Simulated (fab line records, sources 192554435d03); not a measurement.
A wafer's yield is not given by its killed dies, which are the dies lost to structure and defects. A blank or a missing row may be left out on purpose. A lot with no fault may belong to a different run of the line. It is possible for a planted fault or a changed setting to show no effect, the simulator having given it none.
Matching of chambers -- flow n5 finfet -- N5_BEOL_M10_ETCH_65 on rie diel-05: 4 sister chambers
The step etches SiARC in CF4, target depth 39 nm, time 65 s. 8 wafers are shown with their chamber, then 9 later ones without.

## WAFERS WITH THEIR CHAMBER
wafer,chamber,drypump motor current A (A),showerhead plenum p Torr (Torr)
L079.5,3,5.1,2.12
L081.3,3,5.1,2.12
L085.2,0,5.3,1.96
L085.5,2,5.4,2.27
L085.6,1,6.6,2.28
L093.1,0,5.3,1.95
L093.3,1,6.6,2.27
L093.4,2,5.5,2.27

## WAFERS MISSING THEIR CHAMBER
wafer,drypump motor current A (A),showerhead plenum p Torr (Torr)
L095.2,5.1,2.11
L095.4,6.6,2.27
L095.5,5.4,2.27
L096.1,5.3,1.95
L096.4,5.3,1.95
L096.5,6.6,2.27
L094.1,6.6,2.27
L094.3,5.4,2.26
L094.6,5.4,2.26

## WHICH CHAMBER EACH ONE RAN IN
wafer,from the rows above,in truth
L095.2,3,3
L095.4,1,1
L095.5,2,2
L096.1,0,0
L096.4,0,0
L096.5,1,1
L094.1,1,1
L094.3,2,2
L094.6,2,2
Correct placement for 9 of the 9. From these rows, 0 cannot be placed. Number placed wrongly: 0.
How it was worked out, from the rows above alone: a wafer's distance from a chamber is the root of the sum, over the readings, of the square of ((its reading less the chamber's mean) divided by the reading's scatter). The wafer belongs to the nearest chamber; if the next one is less than 2 further off, it can't be placed. Each chamber's mean is taken over the wafers shown for it. The scatter: the root of (the sum of the squares of (reading less its chamber's mean) over the shown wafers, divided by (wafers less chambers)).
